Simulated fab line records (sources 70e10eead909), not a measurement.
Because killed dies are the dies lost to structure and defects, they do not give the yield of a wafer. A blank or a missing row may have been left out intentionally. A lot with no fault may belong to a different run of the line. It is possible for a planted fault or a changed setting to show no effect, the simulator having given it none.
Matching of chambers || flow nand_harc || NHARC_A_STAIRCASE_DEP_417 on pecvd-01 has 3 sister chambers
The step deposits Si3N4, target thk 60 nm. 3 wafers are shown with their chamber, then 7 later ones without.

== EACH WAFER AND ITS CHAMBER ==
{"wafer": "L584.6", "chamber": 1, "heater_power_w (W)": 658}
{"wafer": "L592.1", "chamber": 0, "heater_power_w (W)": 775}
{"wafer": "L592.5", "chamber": 2, "heater_power_w (W)": 655}

== WAFERS WITH NO CHAMBER GIVEN ==
{"wafer": "L592.6", "heater_power_w (W)": 608}
{"wafer": "L590.1", "heater_power_w (W)": 742}
{"wafer": "L590.3", "heater_power_w (W)": 711}
{"wafer": "L590.4", "heater_power_w (W)": 623}
{"wafer": "L593.4", "heater_power_w (W)": 745}
{"wafer": "L593.5", "heater_power_w (W)": 560}
{"wafer": "L593.6", "heater_power_w (W)": 722}

== EACH ONE'S CHAMBER ==
{"wafer": "L592.6", "from the rows above": "can't be placed: 2 or 1", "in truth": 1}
{"wafer": "L590.1", "from the rows above": "can't be placed: 0 or 1 or 2", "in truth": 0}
{"wafer": "L590.3", "from the rows above": "can't be placed: 1 or 2 or 0", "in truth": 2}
{"wafer": "L590.4", "from the rows above": "can't be placed: 2 or 1", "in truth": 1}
{"wafer": "L593.4", "from the rows above": "can't be placed: 0 or 1 or 2", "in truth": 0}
{"wafer": "L593.5", "from the rows above": "can't be placed: 2 or 1", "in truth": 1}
{"wafer": "L593.6", "from the rows above": "can't be placed: 0 or 1 or 2", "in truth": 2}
Correctly placed: 0 of 7. From these rows, 7 cannot be placed; in 7 the true chamber is one of the candidates. Number placed wrongly: 0.
How it was worked out, from the rows above alone: a wafer's distance from a chamber is the root of the sum, over the readings, of the square of ((its reading less the chamber's mean) divided by the reading's scatter). The wafer belongs to the nearest chamber; if the next one is less than 2 further off, it can't be placed. The mean given for a chamber averages the wafers shown for that chamber. The scatter: with one shown wafer a chamber, the root of the mean of the squares of how far each hidden wafer lies from its nearest shown one.
